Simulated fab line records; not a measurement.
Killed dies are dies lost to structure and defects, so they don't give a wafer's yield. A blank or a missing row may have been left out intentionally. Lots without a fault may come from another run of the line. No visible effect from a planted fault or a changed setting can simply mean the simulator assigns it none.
Split-lot trial :: flow n5_finfet :: on a route of 1938 steps: 7 lots, 39 wafers read

## ON THE SPLIT
At N5_BEOL_M7_ILD_DEP_00 (deposits SiCOH lowk from DEMS/porogen, target thk 179.75 nm, time 33.4 s), the setting target_thk_a was moved away from the recipe's 1797.5 angstrom on 15 of the 39 wafers read, by -41.9% to +46.9%. The other wafers ran this setting at the recipe's value.

## FROM THE SPLIT TO THE READING: what the file shows between them, 1 step
- N5_BEOL_M7_CURE_74: cures SiCOH lowk, time 240 s

## THE READING
M7_ILD_THK in nanometres, read at N5_BEOL_M7_THK_MEAS_01. Typical for fault-free wafers on this fab line: 155.6 nm, with standard deviation 2.4 nm.

wafer: L082.1
tool, chamber at the split: pecvd-04, 1
target_thk_a as run, angstrom: 1797.5
against the recipe: recipe
M7_ILD_THK, nm: 155.9
against lot-mates on the recipe: -

wafer: L082.2
tool, chamber at the split: pecvd-04, 0
target_thk_a as run, angstrom: 2613
against the recipe: +45.4%
M7_ILD_THK, nm: 226.1
against lot-mates on the recipe: +70.6

wafer: L082.3
tool, chamber at the split: pecvd-04, 2
target_thk_a as run, angstrom: 1797.5
against the recipe: recipe
M7_ILD_THK, nm: 152.9
against lot-mates on the recipe: -

wafer: L082.4
tool, chamber at the split: pecvd-04, 2
target_thk_a as run, angstrom: 1797.5
against the recipe: recipe
M7_ILD_THK, nm: 157.8
against lot-mates on the recipe: -

wafer: L082.5
tool, chamber at the split: pecvd-04, 0
target_thk_a as run, angstrom: 2613
against the recipe: +45.4%
M7_ILD_THK, nm: 229.7
against lot-mates on the recipe: +74.2

wafer: L082.6
tool, chamber at the split: pecvd-04, 1
target_thk_a as run, angstrom: 2613
against the recipe: +45.4%
M7_ILD_THK, nm: 230.2
against lot-mates on the recipe: +74.7

wafer: L085.1
tool, chamber at the split: pecvd-02, 0
target_thk_a as run, angstrom: 1797.5
against the recipe: recipe
M7_ILD_THK, nm: 154.5
against lot-mates on the recipe: -

wafer: L085.2
tool, chamber at the split: pecvd-02, 1
target_thk_a as run, angstrom: 1045
against the recipe: -41.9%
M7_ILD_THK, nm: 91.7
against lot-mates on the recipe: -64.6

wafer: L085.3
tool, chamber at the split: pecvd-02, 2
target_thk_a as run, angstrom: 1045
against the recipe: -41.9%
M7_ILD_THK, nm: 88.5
against lot-mates on the recipe: -67.8

wafer: L085.4
tool, chamber at the split: pecvd-02, 1
target_thk_a as run, angstrom: 1045
against the recipe: -41.9%
M7_ILD_THK, nm: 92.5
against lot-mates on the recipe: -63.8

wafer: L085.5
tool, chamber at the split: pecvd-02, 0
target_thk_a as run, angstrom: 1797.5
against the recipe: recipe
M7_ILD_THK, nm: 158.6
against lot-mates on the recipe: -

wafer: L085.6
tool, chamber at the split: pecvd-02, 2
target_thk_a as run, angstrom: 1797.5
against the recipe: recipe
M7_ILD_THK, nm: 155.9
against lot-mates on the recipe: -

wafer: L090.1
tool, chamber at the split: pecvd-02, 0
target_thk_a as run, angstrom: 1797.5
against the recipe: recipe
M7_ILD_THK, nm: 154.2
against lot-mates on the recipe: -

wafer: L090.2
tool, chamber at the split: pecvd-02, 1
target_thk_a as run, angstrom: 1797.5
against the recipe: recipe
M7_ILD_THK, nm: 154.6
against lot-mates on the recipe: -

wafer: L090.3
tool, chamber at the split: pecvd-02, 2
target_thk_a as run, angstrom: 1797.5
against the recipe: recipe
M7_ILD_THK, nm: 152.0
against lot-mates on the recipe: -

wafer: L090.4
tool, chamber at the split: pecvd-02, 2
target_thk_a as run, angstrom: 1797.5
against the recipe: recipe
M7_ILD_THK, nm: 156.1
against lot-mates on the recipe: -

wafer: L090.5
tool, chamber at the split: pecvd-02, 0
target_thk_a as run, angstrom: 1797.5
against the recipe: recipe
M7_ILD_THK, nm: 156.0
against lot-mates on the recipe: -

wafer: L090.6
tool, chamber at the split: pecvd-02, 1
target_thk_a as run, angstrom: 1797.5
against the recipe: recipe
M7_ILD_THK, nm: 158.7
against lot-mates on the recipe: -

wafer: L089.1
tool, chamber at the split: pecvd-01, 1
target_thk_a as run, angstrom: 1797.5
against the recipe: recipe
M7_ILD_THK, nm: 151.7
against lot-mates on the recipe: -

wafer: L089.2
tool, chamber at the split: pecvd-01, 2
target_thk_a as run, angstrom: 2500
against the recipe: +39.1%
M7_ILD_THK, nm: 214.0
against lot-mates on the recipe: +59.6

wafer: L089.3
tool, chamber at the split: pecvd-01, 1
target_thk_a as run, angstrom: 1797.5
against the recipe: recipe
M7_ILD_THK, nm: 154.6
against lot-mates on the recipe: -

wafer: L089.4
tool, chamber at the split: pecvd-01, 2
target_thk_a as run, angstrom: 2500
against the recipe: +39.1%
M7_ILD_THK, nm: 218.8
against lot-mates on the recipe: +64.4

wafer: L089.5
tool, chamber at the split: pecvd-01, 2
target_thk_a as run, angstrom: 2500
against the recipe: +39.1%
M7_ILD_THK, nm: 217.4
against lot-mates on the recipe: +63.0

wafer: L089.6
tool, chamber at the split: pecvd-01, 1
target_thk_a as run, angstrom: 1797.5
against the recipe: recipe
M7_ILD_THK, nm: 156.9
against lot-mates on the recipe: -

wafer: L091.1
tool, chamber at the split: pecvd-02, 2
target_thk_a as run, angstrom: 2640
against the recipe: +46.9%
M7_ILD_THK, nm: 226.4
against lot-mates on the recipe: +68.8

wafer: L091.2
tool, chamber at the split: pecvd-02, 0
target_thk_a as run, angstrom: 2640
against the recipe: +46.9%
M7_ILD_THK, nm: 228.3
against lot-mates on the recipe: +70.7

wafer: L091.3
tool, chamber at the split: pecvd-02, 1
target_thk_a as run, angstrom: 1797.5
against the recipe: recipe
M7_ILD_THK, nm: 157.3
against lot-mates on the recipe: -

wafer: L091.4
tool, chamber at the split: pecvd-02, 2
target_thk_a as run, angstrom: 1797.5
against the recipe: recipe
M7_ILD_THK, nm: 155.7
against lot-mates on the recipe: -

wafer: L091.5
tool, chamber at the split: pecvd-02, 1
target_thk_a as run, angstrom: 1797.5
against the recipe: recipe
M7_ILD_THK, nm: 159.9
against lot-mates on the recipe: -

wafer: L091.6
tool, chamber at the split: pecvd-02, 0
target_thk_a as run, angstrom: 2640
against the recipe: +46.9%
M7_ILD_THK, nm: 231.6
against lot-mates on the recipe: +74.0

wafer: L093.2
tool, chamber at the split: pecvd-04, 2
target_thk_a as run, angstrom: 1797.5
against the recipe: recipe
M7_ILD_THK, nm: 151.4
against lot-mates on the recipe: -

wafer: L093.3
tool, chamber at the split: pecvd-04, 1
target_thk_a as run, angstrom: 1797.5
against the recipe: recipe
M7_ILD_THK, nm: 152.2
against lot-mates on the recipe: -

wafer: L093.6
tool, chamber at the split: pecvd-04, 1
target_thk_a as run, angstrom: 1797.5
against the recipe: recipe
M7_ILD_THK, nm: 154.3
against lot-mates on the recipe: -

wafer: L094.1
tool, chamber at the split: pecvd-04, 1
target_thk_a as run, angstrom: 1201
against the recipe: -33.2%
M7_ILD_THK, nm: 100.7
against lot-mates on the recipe: -53.3

wafer: L094.2
tool, chamber at the split: pecvd-04, 0
target_thk_a as run, angstrom: 1797.5
against the recipe: recipe
M7_ILD_THK, nm: 153.2
against lot-mates on the recipe: -

wafer: L094.3
tool, chamber at the split: pecvd-04, 1
target_thk_a as run, angstrom: 1201
against the recipe: -33.2%
M7_ILD_THK, nm: 102.9
against lot-mates on the recipe: -51.1

wafer: L094.4
tool, chamber at the split: pecvd-04, 0
target_thk_a as run, angstrom: 1797.5
against the recipe: recipe
M7_ILD_THK, nm: 153.5
against lot-mates on the recipe: -

wafer: L094.5
tool, chamber at the split: pecvd-04, 1
target_thk_a as run, angstrom: 1201
against the recipe: -33.2%
M7_ILD_THK, nm: 101.8
against lot-mates on the recipe: -52.2

wafer: L094.6
tool, chamber at the split: pecvd-04, 0
target_thk_a as run, angstrom: 1797.5
against the recipe: recipe
M7_ILD_THK, nm: 155.3
against lot-mates on the recipe: -

THE FIT
A straight line over all 39 wafers: M7_ILD_THK changes by +1.58 nm for each +1% of target_thk_a; r = +1.00; the points scatter about the line by 2.3 nm.
The same after taking each lot's own level away (the mean of its wafers on the recipe; 39 wafers): +1.57 nm for each +1%; r = +1.00; scatter 2 nm.
According to that fit, moving target_thk_a by its largest amount changes the reading by 74 nm.
Across the lots, their own levels run from 152.63 to 157.63 nm, a range of 2.1 times the standard deviation given above.
Consequently the slope shifts little with the lot-to-lot level, the two slopes agreeing.
Check: for one of the wafers moved furthest among these (+46.9%), held out of the fit, the line's prediction against its lot-mates is +74.1 nm. It came out at +68.8 nm against them.

## FURTHER SPLITS ON THESE WAFERS
Note: prior to the reading, these wafers also went through further splits. Each is held against what the fit with the lots' levels taken away leaves over:
other split on the same wafers: N5_FIN_SAQP_HM_DEP_03 target_thk_a
wafers away from the commonest value: 12
r with M7_ILD_THK (lot level and that fit taken away): +0.18

other split on the same wafers: N5_FIN_SAQP_ETCH_65 time_s
wafers away from the commonest value: 15
r with M7_ILD_THK (lot level and that fit taken away): -0.02

other split on the same wafers: N5_ILD0_ALD_15 ald_cycles
wafers away from the commonest value: 15
r with M7_ILD_THK (lot level and that fit taken away): +0.10

other split on the same wafers: N5_HKMG_FIN_PWFM_ALD_03 ald_cycles
wafers away from the commonest value: 15
r with M7_ILD_THK (lot level and that fit taken away): +0.04

other split on the same wafers: N5_BEOL_M0_CUTY_DESCUM_61 time_s
wafers away from the commonest value: 18
r with M7_ILD_THK (lot level and that fit taken away): +0.04

## THE WHOLE CHAIN: every reading that the file lists as answering this split, in the file's order
step: N5_BEOL_M7_ILD_DEP_00
what it does: deposits SiCOH lowk from DEMS/porogen, target thk 179.75 nm, time 33.4 s
reading: SiCOH_lowk_of_BEOL_M7_ILD_DEP_00.thk_nm (the simulator's own value, which no gauge read)
change (the file's fit): +1.8 nm for each +1% of the setting
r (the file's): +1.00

step: N5_BEOL_M7_CURE_74
what it does: cures SiCOH lowk, time 240 s
reading: SiCOH_lowk_of_BEOL_M7_ILD_DEP_00.thk_nm (the simulator's own value, which no gauge read)
change (the file's fit): +1.57 nm for each +1% of the setting
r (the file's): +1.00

step: N5_BEOL_M7_THK_MEAS_01
what it does: 
reading: M7_ILD_THK
change (the file's fit): +1.57 for each +1% of the setting
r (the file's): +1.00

## THE FILE'S OWN FIT
M7_ILD_THK changes by +1.57 nm for each +1% of target_thk_a, r = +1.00.
